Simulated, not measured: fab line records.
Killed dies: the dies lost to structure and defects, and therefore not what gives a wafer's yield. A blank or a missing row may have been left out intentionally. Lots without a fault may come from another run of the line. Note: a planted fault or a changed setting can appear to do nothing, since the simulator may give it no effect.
A single fault, viewed from 2 desks    flow nand harc    every desk sees just its own numbers, and what lay behind them comes last

== THE TOOL OWNER'S DESK: ecd cu-01 ==
The tool's own readings at NHARC_A_M1_ECD_22 (material Cu, target thk 400 nm): means of the sampled wafers that have a number, for each lot that ran on this tool. If a lot's mean is further than 4 standard deviations from the usual mean, the lot is out of limits and carries the mark OUT (the distance appears in the brackets).
Columns: A = bath temp c at NHARC_A_M1_ECD_22, usual 25.01 C
lot   first seen here  A
L245  day 23 02:35     25.07
L246  day 23 12:22     24.87
L250  day 25 06:25     24.94
L252  day 25 11:50     25.11
L249  day 25 14:32     25.05
L251  day 25 20:17     25.00
L262  day 30 05:06     25.12
L264  day 30 19:08     25.02
This desk's verdict: no lot among the 8 shows anything out of limits.

== THE DEFECT DESK ==
Inspection counts along the route, by lot: the mean over sampled wafers that carry a number. If a lot's mean is further than 4 standard deviations from the usual mean, the lot is out of limits and carries the mark OUT (the distance appears in the brackets).
Columns: A = raw defect count at NHARC_A_M1_INSPECT_27, usual 505
lot   first seen here  A
L245  day 23 03:46     509
L246  day 23 13:34     433
L247  day 24 06:04     558
L250  day 25 07:37     531
L252  day 25 12:56     578
L249  day 25 15:38     452
L251  day 25 21:20     488
L254  day 26 16:47     459
L262  day 30 06:18     600
L264  day 30 20:17     454
L267  day 32 08:58     458
This desk's verdict: no lot among the 11 shows anything out of limits.

== ALL TOGETHER ==
Nothing out of limits was seen by the tool owner's desk.
The defect desk saw nothing out of limits.

== WHAT THE SIMULATOR PUT IN ==
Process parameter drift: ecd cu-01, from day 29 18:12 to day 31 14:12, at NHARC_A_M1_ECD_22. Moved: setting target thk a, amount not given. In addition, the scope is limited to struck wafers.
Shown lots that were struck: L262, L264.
